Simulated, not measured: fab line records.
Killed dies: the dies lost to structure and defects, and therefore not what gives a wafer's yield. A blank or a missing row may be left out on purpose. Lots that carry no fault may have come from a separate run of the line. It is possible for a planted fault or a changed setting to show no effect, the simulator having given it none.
fab line records	flow n5-finfet
record: lots: 15	wafers: 45	last-day: 19
route steps=1938 shown BEOL_M11@1556
lots untouched by any fault: they come from a run of this same line in which no faults occurred
start-h: start of the lot's first displayed wafer, in hours after the record's first day	wait-h: hours from the lot's prior step to this one	" unchanged from the row above	L1.1+2: a single row standing in for several wafers	- no value present, or no start provided	* or withheld: withheld	< > ~ a bound
route shown NAME@n: names a module that has steps shown in the file, with the first one's number in the route	usual: average and standard deviation across the fault-free wafers	same: alike in all rows	chamber/n: place in a boat	sites: per-site readings	_std_site: the standard deviation of these	_edge_site: outer sites' mean less inner sites'	radius-mm: how far each site lies from the wafer's centre	mask NAME#n: copy n	behind: the last tool/chamber to shape the wafer	hold: cause of the lot's hold/its duration in hours/its outcome	device: names the non-switching transistor (n, p or np)	end of line: the same wafers' tests at the end of the route	a step with no rows: only its recipe	killed: at the first sort, the dies lost to defects and structure; wafer yield is something else	map: a wafer's dies, x killed, . not, _ none there
set.NAME: the setting the step ran with; set.NAME@STEP: the setting that earlier step ran with	model.NAME: the simulator's own value behind a step, which no gauge read
one table for each step of the route and one row for each wafer, over a sample of lots
services: a tool's chamber out of use, with start hour (start-h, from the record's first day; less than 0 if before it), hours out, and reason
== steps ==
step: N5_BEOL_M11_STRIP_67
recipe: chemistry: CF4	resist: SiARC	power-w: 300	bias-power-w: 75	pressure-mtorr: 50	cf4-flow-sccm: 150	rf-frequency-hz: 6e+07
usual: cf4-flow-sccm: 150.0/0.44	drypump-motor-current-A: 5.8/0.46	oes-product-au: 0.80/0.081	rf-vpp-V: 270.8/1.7	showerhead-plenum-p-Torr: 1.78/0.07	throttle-valve-pct: 13.6/0.34
lot.wafer	tool	chamber	start-h	wait-h	cf4-flow-sccm	drypump-motor-current-A	oes-product-au	rf-hours-counter-h	rf-vpp-V	showerhead-plenum-p-Torr	throttle-valve-pct
L874.1	rie-diel-05	2	269.60	0.0	150.0	6.0	0.73	169	275.2	1.85	14.0
L874.3	"	0	"	"	149.8	5.8	0.91	22	270.1	1.76	13.4
L874.6	"	0	"	"	149.7	5.8	0.91	-	270.0	1.76	13.4
L876.1	rie-diel-06	2	281.98	0.0	149.9	6.1	0.88	46	271.3	1.83	13.7
L876.4	"	3	"	"	150.2	6.0	0.70	228	270.1	1.71	14.0
L876.5	"	0	"	"	149.3	5.2	0.75	-	268.6	1.65	13.9
L877.1	rie-diel-06	2	296.12	0.0	149.6	6.1	0.86	51	271.7	1.83	13.7
L877.4	"	0	"	"	150.1	5.2	0.74	163	267.5	1.65	13.9
L877.5	"	3	"	"	150.4	6.0	0.69	-	269.5	1.71	14.0
L878.1	rie-diel-02	3	307.99	0.0	149.6	5.2	0.84	79	270.6	1.81	13.8
L878.3	"	1	"	"	150.2	6.5	0.83	65	272.8	1.88	13.4
L878.4	"	2	"	"	149.2	5.2	0.76	158	269.0	1.71	13.6
L880.1	rie-diel-05	3	320.03	0.0	149.9	5.1	0.69	247	270.7	1.76	13.5
L880.4	"	1	"	"	150.4	5.7	0.95	11	272.6	1.82	13.2
L880.6	"	1	"	"	149.7	5.7	0.96	-	270.9	1.82	13.2
L884.1	rie-diel-05	2	332.10	0.0	150.0	6.0	0.72	188	272.8	1.85	14.1
L884.4	"	2	"	"	150.3	6.0	0.73	-	271.3	1.85	14.0
L884.6	"	0	"	"	150.2	5.8	0.88	-	269.9	1.76	13.4
L882.3	rie-diel-06	0	335.60	0.0	150.3	5.2	0.72	175	269.3	1.65	13.9
L882.4	"	3	"	"	150.3	6.0	0.69	-	269.8	1.70	14.0
L882.6	"	1	"	"	149.8	6.5	0.73	-	270.3	1.76	14.0
L883.2	rie-diel-02	1	339.42	0.0	148.8	6.6	0.82	74	273.5	1.87	13.4
L883.4	"	3	"	"	150.6	5.2	0.82	86	271.2	1.81	13.8
L883.6	"	2	"	"	150.2	5.3	0.75	-	269.5	1.71	13.7
L887.1	rie-diel-06	1	343.90	0.0	150.4	6.5	0.71	226	270.7	1.76	14.0
L887.2	"	3	"	"	150.0	5.9	0.68	248	270.1	1.70	14.0
L887.5	"	1	"	"	150.3	6.5	0.71	-	270.6	1.76	14.0
L885.2	rie-diel-02	3	344.17	0.0	149.6	5.2	0.83	88	271.2	1.81	13.8
L885.3	"	1	"	"	150.4	6.6	0.82	75	273.0	1.87	13.4
L885.4	"	0	"	"	149.9	6.1	0.87	35	274.1	1.83	13.0
L888.1	rie-diel-02	0	379.49	0.0	149.8	6.1	0.86	43	271.5	1.83	13.1
L888.3	"	3	"	"	150.4	5.2	0.81	99	271.7	1.80	13.8
L888.6	"	1	"	"	149.7	6.6	0.80	-	273.1	1.87	13.4
L892.1	rie-diel-06	0	392.08	0.0	150.1	5.3	0.72	194	267.3	1.64	14.0
L892.2	"	1	"	"	150.7	6.4	0.70	238	270.1	1.75	14.0
L892.6	"	3	"	"	149.6	6.0	0.96	-	272.5	1.91	13.5
L893.1	rie-diel-05	2	402.04	0.0	150.2	6.0	0.70	210	272.8	1.84	14.1
L893.4	"	1	"	"	150.3	5.6	0.89	38	270.9	1.82	13.2
L893.6	"	1	"	"	150.6	5.6	0.90	-	271.7	1.82	13.2
L894.1	rie-diel-02	3	409.39	0.0	149.9	5.2	0.80	108	271.0	1.80	13.8
L894.2	"	2	"	"	150.2	5.3	0.74	189	269.1	1.71	13.7
L894.5	"	0	"	"	150.1	6.1	0.84	-	272.2	1.83	13.1
L896.2	rie-diel-02	3	409.64	0.0	149.7	5.2	0.80	108	271.4	1.80	13.8
L896.4	"	1	"	"	150.1	6.5	0.80	95	273.9	1.87	13.5
L896.5	"	0	"	"	150.4	6.1	0.84	-	271.3	1.83	13.1
step: N5_BEOL_M11_CD_MEAS_28
recipe: target-cd-nm: 70	landing-energy-ev: 500	detector: se-inlens	polarity: opening
usual: cd-nm: 70.2/0.87
lot.wafer	tool	chamber	start-h	wait-h	cd-nm
L874.1	cd-sem-03	0	271.13	-	69.1
L874.3	"	0	"	"	69.1
L874.6	"	0	"	"	71.2
L876.1	cd-sem-02	0	282.57	-	71.1
L876.4	"	0	"	"	70.6
L876.5	"	0	"	"	70.8
L877.1	cd-sem-03	0	298.63	-	68.6
L877.4	"	0	"	"	70.6
L877.5	"	0	"	"	69.7
L878.1	cd-sem-01	0	308.63	-	70.9
L878.3	"	0	"	"	70.6
L878.4	"	0	"	"	69.1
L880.1	cd-sem-03	0	321.12	-	70.6
L880.4	"	0	"	"	70.1
L880.6	"	0	"	"	70.8
L884.1	cd-sem-01	0	333.73	-	68.2
L884.4	"	0	"	"	69.5
L884.6	"	0	"	"	69.9
L882.3	cd-sem-02	0	336.83	-	68.4
L882.4	"	0	"	"	69.1
L882.6	"	0	"	"	70.4
L883.2	cd-sem-03	0	342.15	-	70.5
L883.4	"	0	"	"	70.6
L883.6	"	0	"	"	70.3
L885.2	cd-sem-01	0	347.63	-	70.1
L885.3	"	0	"	"	69.8
L885.4	"	0	"	"	70.0
L887.1	cd-sem-01	0	347.79	-	70.0
L887.2	"	0	"	"	70.3
L887.5	"	0	"	"	70.9
L888.1	cd-sem-01	0	382.16	-	69.3
L888.3	"	0	"	"	70.7
L888.6	"	0	"	"	70.8
L892.1	cd-sem-02	0	395.61	-	70.2
L892.2	"	0	"	"	70.3
L892.6	"	0	"	"	70.8
L893.1	cd-sem-02	0	403.62	-	70.7
L893.4	"	0	"	"	71.1
L893.6	"	0	"	"	70.9
L894.1	cd-sem-01	0	411.16	-	69.7
L894.2	"	0	"	"	70.4
L894.5	"	0	"	"	69.7
L896.2	cd-sem-03	0	411.34	-	70.9
L896.4	"	0	"	"	71.4
L896.5	"	0	"	"	71.5
step: N5_BEOL_M11_ETCH_65
recipe: chemistry: CF4	target: SiARC	target-depth-a: 390	mask-material: CAR-ArF	time-s: 65	ion-energy-ev: 80	pressure-mtorr: 40	source-w: 545	bias-w: 36	Ar_flow_sccm: 100	cf4-flow-sccm: 100	ends: cleared
usual: cf4-flow-sccm: 100.0/0.31	drypump-motor-current-A: 5.8/0.48	etch-rf-on-time-s: 64.6/1.2	oes-product-au: 0.68/0.07	rf-vpp-V: 183.8/1.3	showerhead-plenum-p-Torr: 2.12/0.081	throttle-valve-pct: 15.7/0.33
lot.wafer	tool	chamber	start-h	wait-h	cf4-flow-sccm	drypump-motor-current-A	etch-rf-on-time-s	oes-product-au	rf-hours-counter-h	rf-vpp-V	showerhead-plenum-p-Torr	throttle-valve-pct
L874.1	rie-diel-06	1	271.32	0.0	100.3	6.5	63.3	0.63	200	184.0	2.11	16.0
L874.3	"	0	"	"	100.1	5.2	64.0	0.64	154	182.8	1.97	15.9
L874.6	"	0	"	"	100.5	5.2	64.1	0.64	-	181.8	1.97	15.9
L876.1	rie-diel-05	3	283.35	0.0	99.8	5.2	65.9	0.59	237	184.3	2.10	15.4
L876.4	"	0	"	"	99.7	5.7	64.6	0.78	-	182.6	2.10	15.5
L876.5	"	2	"	"	100.1	6.0	63.7	0.63	-	184.2	2.22	16.1
L877.1	rie-diel-02	0	298.75	0.0	100.5	6.2	63.2	0.77	23	185.2	2.19	15.1
L877.4	"	1	"	"	100.4	6.6	64.7	0.71	62	184.4	2.24	15.4
L877.5	"	2	"	"	100.4	5.3	64.7	0.65	-	180.6	2.05	15.7
L878.1	rie-diel-02	1	308.75	0.0	99.8	6.6	64.9	0.71	65	186.4	2.24	15.4
L878.3	"	3	"	"	100.2	5.2	64.2	0.72	79	185.3	2.16	15.9
L878.4	"	0	"	"	100.0	6.2	63.2	0.77	25	185.2	2.19	15.0
L880.1	rie-diel-02	3	321.38	0.0	100.0	5.2	63.5	0.72	81	183.6	2.16	15.9
L880.4	"	2	"	"	100.1	5.3	63.0	0.66	162	183.5	2.05	15.7
L880.6	"	1	"	"	100.3	6.6	64.6	0.71	-	185.8	2.24	15.4
L884.1	rie-diel-06	0	333.85	0.0	99.8	5.3	64.2	0.62	174	180.7	1.96	15.9
L884.4	"	0	"	"	100.0	5.3	63.5	0.63	-	182.3	1.96	15.9
L884.6	"	3	"	"	100.1	6.0	66.3	0.57	-	183.6	2.04	16.0
L882.3	rie-diel-06	0	336.95	0.0	99.9	5.3	64.2	0.62	175	181.9	1.96	15.9
L882.4	"	1	"	"	100.1	6.4	64.5	0.61	-	183.3	2.11	16.0
L882.6	"	0	"	"	100.0	5.3	64.5	0.62	-	182.0	1.96	15.9
L883.2	rie-diel-06	3	342.27	0.0	99.3	6.0	66.5	0.57	247	184.0	2.04	16.0
L883.4	"	3	"	"	100.4	6.0	65.9	0.58	-	182.5	2.04	16.0
L883.6	"	1	"	"	100.0	6.5	63.4	0.61	-	183.8	2.10	16.0
L885.2	rie-diel-06	3	347.75	0.0	100.2	6.0	67.0	0.57	249	181.5	2.03	16.0
L885.3	"	2	"	"	100.1	6.1	66.9	0.71	63	184.3	2.17	15.7
L885.4	"	1	"	"	100.1	6.5	64.6	0.61	228	182.9	2.10	16.0
L887.1	rie-diel-06	1	348.21	0.0	100.3	6.4	64.1	0.62	228	184.3	2.10	16.0
L887.2	"	0	"	"	99.9	5.2	64.2	0.62	179	182.2	1.96	15.9
L887.5	"	1	"	"	100.1	6.5	64.4	0.61	-	184.2	2.10	16.0
L888.1	rie-diel-02	2	382.28	0.0	100.0	5.3	64.4	0.64	181	182.6	2.05	15.7
L888.3	"	1	"	"	99.7	6.6	64.9	0.68	87	186.7	2.24	15.5
L888.6	"	0	"	"	99.9	6.2	63.1	0.75	-	184.0	2.19	15.1
L892.1	rie-diel-05	3	396.14	0.0	100.5	5.1	62.8	0.80	16	184.3	2.09	15.0
L892.2	"	1	"	"	100.0	5.6	65.3	0.76	36	185.1	2.18	15.3
L892.6	"	3	"	"	100.2	5.1	62.8	0.81	-	183.9	2.09	15.0
L893.1	rie-diel-05	0	403.74	0.0	99.9	5.8	64.5	0.73	65	183.2	2.09	15.6
L893.4	"	2	"	"	99.9	6.0	64.1	0.61	210	185.2	2.20	16.1
L893.6	"	0	"	"	99.6	5.8	64.1	0.73	-	183.4	2.09	15.6
L894.1	rie-diel-05	3	411.60	0.0	99.9	5.2	63.9	0.79	21	183.7	2.09	15.0
L894.2	"	2	"	"	99.4	6.0	63.9	0.61	212	184.0	2.20	16.1
L894.5	"	1	"	"	99.0	5.6	65.4	0.76	-	185.0	2.18	15.3
L896.2	rie-diel-02	2	411.85	0.0	99.6	5.3	65.4	0.62	189	182.3	2.04	15.7
L896.4	"	1	"	"	100.1	6.6	66.0	0.68	96	185.8	2.23	15.5
L896.5	"	0	"	"	100.5	6.1	63.0	0.74	-	185.4	2.18	15.1
step: N5_BEOL_M11_TRENCH_ETCH_37
recipe: chemistry: C4F6/O2	target-depth-a: 1488.3	target: SiCOH_lowk	time-s: 48	ion-energy-ev: 250	pressure-mtorr: 30	source-w: 345	bias-w: 185	Ar_flow_sccm: 300	C4F6_flow_sccm: 10	O2_flow_sccm: 10
usual: drypump-motor-current-A: 5.8/0.48	oes_o_777_au: 0.80/0.075	oes-product-au: 0.80/0.084	rf-vpp-V: 670/11	showerhead-plenum-p-Torr: 2.82/0.11	throttle-valve-pct: 21.0/0.32
same: time-s: 48
lot.wafer	tool	chamber	start-h	wait-h	drypump-motor-current-A	oes_o_777_au	oes-product-au	rf-hours-counter-h	rf-vpp-V	showerhead-plenum-p-Torr	throttle-valve-pct
L874.1	rie-diel-06	1	271.60	-	6.5	0.76	0.74	201	661	2.82	21.3
L874.3	"	0	"	"	5.2	0.76	0.75	154	661	2.61	21.2
L874.6	"	0	"	"	5.2	0.75	0.75	-	661	2.61	21.2
L876.1	rie-diel-05	3	283.62	-	5.2	0.71	0.69	237	671	2.80	20.7
L876.4	"	0	"	"	5.8	0.89	0.91	-	664	2.80	20.9
L876.5	"	2	"	"	6.0	0.74	0.73	-	659	2.95	21.4
L877.1	rie-diel-02	0	299.03	-	6.1	0.90	0.90	23	666	2.92	20.4
L877.4	"	1	"	"	6.6	0.84	0.84	62	685	2.99	20.7
L877.5	"	2	"	"	5.3	0.77	0.76	-	684	2.74	21.0
L878.1	rie-diel-02	1	309.03	-	6.5	0.84	0.84	65	688	2.98	20.8
L878.3	"	3	"	"	5.2	0.83	0.85	79	667	2.88	21.3
L878.4	"	0	"	"	6.1	0.89	0.91	25	665	2.92	20.4
L880.1	rie-diel-02	3	321.65	-	5.2	0.81	0.84	82	668	2.88	21.3
L880.4	"	2	"	"	5.3	0.76	0.76	162	683	2.74	21.1
L880.6	"	1	"	"	6.5	0.83	0.83	-	687	2.98	20.8
L884.1	rie-diel-06	0	334.13	-	5.3	0.74	0.73	174	661	2.60	21.2
L884.4	"	0	"	"	5.3	0.74	0.72	-	661	2.60	21.2
L884.6	"	3	"	"	6.0	0.66	0.67	-	690	2.71	21.4
L882.3	rie-diel-06	0	337.23	-	5.2	0.74	0.73	175	660	2.60	21.2
L882.4	"	1	"	"	6.5	0.74	0.72	-	659	2.81	21.3
L882.6	"	0	"	"	5.2	0.74	0.73	-	661	2.60	21.2
L883.2	rie-diel-06	3	342.55	-	6.0	0.66	0.51	247	688	2.71	21.3
L883.4	"	3	"	"	6.0	0.66	0.50	-	689	2.71	21.3
L883.6	"	1	"	"	6.5	0.74	0.53	-	660	2.81	21.3
L885.2	rie-diel-06	3	348.02	-	6.0	0.66	0.50	249	688	2.71	21.3
L885.3	"	2	"	"	6.1	0.85	0.62	64	674	2.87	20.9
L885.4	"	1	"	"	6.5	0.74	0.53	228	660	2.81	21.3
L887.1	rie-diel-06	1	348.49	-	6.5	0.74	0.53	228	660	2.81	21.3
L887.2	"	0	"	"	5.2	0.73	0.54	179	660	2.60	21.1
L887.5	"	1	"	"	6.5	0.74	0.53	-	662	2.81	21.3
L888.1	rie-diel-02	2	382.56	-	5.3	0.75	0.74	181	682	2.73	21.1
L888.3	"	1	"	"	6.6	0.82	0.80	87	685	2.97	20.8
L888.6	"	0	"	"	6.1	0.86	0.87	-	665	2.91	20.4
L892.1	rie-diel-05	3	396.42	-	5.2	0.94	0.93	16	670	2.79	20.4
L892.2	"	1	"	"	5.6	0.88	0.89	36	669	2.91	20.7
L892.6	"	3	"	"	5.2	0.94	0.93	-	672	2.79	20.4
L893.1	rie-diel-05	0	404.02	-	5.8	0.83	0.85	66	665	2.78	21.0
L893.4	"	2	"	"	6.0	0.72	0.71	210	659	2.94	21.5
L893.6	"	0	"	"	5.8	0.83	0.86	-	664	2.78	21.0
L894.1	rie-diel-05	3	411.88	-	5.2	0.94	0.93	21	671	2.79	20.4
L894.2	"	2	"	"	6.0	0.72	0.71	212	657	2.94	21.5
L894.5	"	1	"	"	5.6	0.87	0.90	-	667	2.90	20.7
L896.2	rie-diel-02	2	412.12	-	5.3	0.74	0.74	189	683	2.73	21.1
L896.4	"	1	"	"	6.6	0.80	0.79	96	687	2.97	20.8
L896.5	"	0	"	"	6.1	0.84	0.86	-	665	2.90	20.5
step: N5_BEOL_M11_OCD_MEAS_38
usual: trench-depth-nm: 149.2/2.1
lot.wafer	tool	chamber	start-h	wait-h	trench-depth-nm
L874.1	ocd-02	-	271.78	-	151.0
L874.3	"	-	"	"	148.9
L874.6	"	-	"	"	148.6
L876.1	ocd-02	-	283.80	-	147.2
L876.4	"	-	"	"	150.5
L876.5	"	-	"	"	149.7
L877.1	ocd-02	-	299.21	-	150.6
L877.4	"	-	"	"	149.5
L877.5	"	-	"	"	150.0
L878.1	ocd-01	-	309.21	-	151.1
L878.3	"	-	"	"	152.1
L878.4	"	-	"	"	154.2
L880.1	ocd-01	-	321.84	-	150.9
L880.4	"	-	"	"	150.2
L880.6	"	-	"	"	149.6
L884.1	ocd-02	-	334.31	-	147.8
L884.4	"	-	"	"	148.5
L884.6	"	-	"	"	145.1
L882.3	ocd-01	-	337.41	-	150.1
L882.4	"	-	"	"	149.6
L882.6	"	-	"	"	150.4
L883.2	ocd-02	-	342.73	-	85.5
L883.4	"	-	"	"	85.4
L883.6	"	-	"	"	87.9
L885.2	ocd-02	-	348.21	-	85.8
L885.3	"	-	"	"	86.7
L885.4	"	-	"	"	87.8
L887.1	ocd-01	-	348.68	-	86.9
L887.2	"	-	"	"	87.0
L887.5	"	-	"	"	87.1
L888.1	ocd-01	-	382.74	-	149.1
L888.3	"	-	"	"	147.0
L888.6	"	-	"	"	152.4
L892.1	ocd-01	-	396.60	-	149.2
L892.2	"	-	"	"	147.1
L892.6	"	-	"	"	150.4
L893.1	ocd-01	-	404.20	-	151.4
L893.4	"	-	"	"	150.2
L893.6	"	-	"	"	152.3
L894.1	ocd-02	-	412.06	-	152.1
L894.2	"	-	"	"	150.0
L894.5	"	-	"	"	149.4
L896.2	ocd-02	-	412.31	-	149.8
L896.4	"	-	"	"	149.4
L896.5	"	-	"	"	152.6
step: N5_BEOL_M11_THK_MEAS_53
recipe: thk-meas-gauge: xrf	reads: Cu_of_BEOL_M11_ECD_50
usual: M11_THK: 140.1/2.5
lot.wafer	tool	chamber	start-h	wait-h	M11_THK[nm]
L874.1	film-metro-02	-	275.07	-	143.7
L874.3	"	-	"	"	141.3
L874.6	"	-	"	"	139.6
L876.1	film-metro-01	-	287.79	-	138.2
L876.4	"	-	"	"	140.6
L876.5	"	-	"	"	141.8
L877.1	film-metro-01	-	302.18	-	142.0
L877.4	"	-	"	"	139.7
L877.5	"	-	"	"	141.8
L878.1	film-metro-02	-	311.99	-	141.7
L878.3	"	-	"	"	141.0
L878.4	"	-	"	"	145.0
L880.1	film-metro-02	-	324.74	-	139.5
L880.4	"	-	"	"	139.4
L880.6	"	-	"	"	140.2
L884.1	film-metro-01	-	336.40	-	138.5
L884.4	"	-	"	"	138.3
L884.6	"	-	"	"	134.9
L882.3	film-metro-01	-	339.94	-	140.4
L882.4	"	-	"	"	140.2
L882.6	"	-	"	"	140.3
L883.2	film-metro-02	-	345.14	-	76.7
L883.4	"	-	"	"	75.3
L883.6	"	-	"	"	76.0
L885.2	film-metro-01	-	350.72	-	78.3
L885.3	"	-	"	"	77.4
L885.4	"	-	"	"	79.3
L887.1	film-metro-02	-	352.34	-	76.2
L887.2	"	-	"	"	77.3
L887.5	"	-	"	"	76.9
L888.1	film-metro-02	-	385.85	-	141.7
L888.3	"	-	"	"	136.2
L888.6	"	-	"	"	143.4
L892.1	film-metro-01	-	399.14	-	140.5
L892.2	"	-	"	"	139.7
L892.6	"	-	"	"	142.1
L893.1	film-metro-01	-	406.43	-	144.4
L893.4	"	-	"	"	142.6
L893.6	"	-	"	"	145.1
L894.1	film-metro-02	-	414.52	-	143.0
L894.2	"	-	"	"	141.5
L894.5	"	-	"	"	138.2
L896.2	film-metro-01	-	414.85	-	139.6
L896.4	"	-	"	"	141.0
L896.5	"	-	"	"	144.0
step: N5_BEOL_M11_RS_MEAS_57
recipe: thk-meas-gauge: four-point-probe	reads: Cu_of_BEOL_M11_ECD_50+Co_of_BEOL_M11_CVD_75+TaN_of_BEOL_M11_ALD_74
usual: M11_RS: 0.1505/0.0027
lot.wafer	tool	chamber	start-h	wait-h	M11_RS[ohm/sq]
L874.1	film-metro-02	-	275.20	0.0	0.1466
L874.3	"	-	"	"	0.1489
L874.6	"	-	"	"	0.1511
L876.1	film-metro-01	-	287.92	0.0	0.1537
L876.4	"	-	"	"	0.1503
L876.5	"	-	"	"	0.1496
L877.1	film-metro-01	-	302.31	0.0	0.1484
L877.4	"	-	"	"	0.1496
L877.5	"	-	"	"	0.1479
L878.1	film-metro-01	-	312.12	0.0	0.1488
L878.3	"	-	"	"	0.1486
L878.4	"	-	"	"	0.1447
L880.1	film-metro-01	-	324.87	0.0	0.1497
L880.4	"	-	"	"	0.1504
L880.6	"	-	"	"	0.1499
L884.1	film-metro-01	-	336.52	0.0	0.1538
L884.4	"	-	"	"	0.1530
L884.6	"	-	"	"	0.1578
L882.3	film-metro-01	-	340.07	0.0	0.1500
L882.4	"	-	"	"	0.1503
L882.6	"	-	"	"	0.1501
L883.2	film-metro-01	-	345.26	0.0	0.2992
L883.4	"	-	"	"	0.3043
L883.6	"	-	"	"	0.2995
L885.2	film-metro-01	-	350.84	0.0	0.2935
L885.3	"	-	"	"	0.2970
L885.4	"	-	"	"	0.2891
L887.1	film-metro-01	-	352.47	0.0	0.2967
L887.2	"	-	"	"	0.2914
L887.5	"	-	"	"	0.2947
L888.1	film-metro-01	-	385.98	0.0	0.1482
L888.3	"	-	"	"	0.1535
L888.6	"	-	"	"	0.1460
L892.1	film-metro-01	-	399.28	0.1	0.1518
L892.2	"	-	"	"	0.1523
L892.6	"	-	"	"	0.1489
L893.1	film-metro-01	-	406.58	0.1	0.1472
L893.4	"	-	"	"	0.1483
L893.6	"	-	"	"	0.1461
L894.1	film-metro-02	-	414.65	0.0	0.1474
L894.2	"	-	"	"	0.1492
L894.5	"	-	"	"	0.1523
L896.2	film-metro-02	-	414.98	0.0	0.1509
L896.4	"	-	"	"	0.1502
L896.5	"	-	"	"	0.1459
== services ==
tool	chamber	start-h	hours	kind
rie-diel-05	1	264.80	-	clean
rie-diel-05	1	264.80	-	consumable-replace:focus-ring
rie-diel-05	1	264.80	21.0	scheduled-down
rie-diel-05	1	264.80	21.0	vent-cycle
rie-diel-06	-	299.45	1.1	repair
rie-diel-05	2	308.01	10.4	repair
rie-diel-05	3	329.66	-	clean
rie-diel-05	3	329.66	-	consumable-replace:focus-ring
rie-diel-02	0	347.03	9.0	repair
rie-diel-06	3	352.48	-	clean
rie-diel-06	3	352.48	-	consumable-replace:focus-ring
rie-diel-06	3	352.48	-	consumable-replace:showerhead
rie-diel-06	3	352.48	16.5	scheduled-down
rie-diel-06	3	352.48	16.5	vent-cycle
rie-diel-06	1	354.73	9.2	repair
== key ==
first-sign: step: N5_BEOL_M11_TRENCH_ETCH_37	reading: oes-product-au	direction: down	sigmas: 3.2	usual: 0.80	struck: 0.53
effect: step: N5_BEOL_M11_OCD_MEAS_38	reading: trench-depth-nm	direction: down	sigmas: 30	usual: 149.2	struck: 86.7
effect: step: N5_BEOL_M11_THK_MEAS_53	reading: M11_THK	direction: down	sigmas: 25	usual: 140.1	struck: 77.0
effect: step: N5_BEOL_M11_RS_MEAS_57	reading: M11_RS	direction: up	sigmas: 54	usual: 0.1505	struck: 0.2962
met-at N5_BEOL_M11_TRENCH_ETCH_37
struck-lots L883,L885,L887
later-rows-left-out L883.4
sort-left-out L883.2,L883.4,L883.6,L885.2,L885.3,L885.4,L887.1,L887.2,L887.5
not-acting-at N5_BEOL_M11_STRIP_67,N5_BEOL_M11_CD_MEAS_28,N5_BEOL_M11_ETCH_65
onset-between 337.23 342.55
fault: kind: process-parameter-drift	tool: rie-diel-06	chamber: -	onset-h: 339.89	steps: N5_BEOL_M11_TRENCH_ETCH_37	channel: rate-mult	offset: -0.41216	shape: step	end-h: 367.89
sort-left-out: the simulated sort isn't trusted on such a fault, so these wafers' sort isn't shown, and their yield isn't known
later-rows-left-out: the simulator's readings of these wafers behind a module that went badly wrong aren't trusted and aren't shown, but for the sort
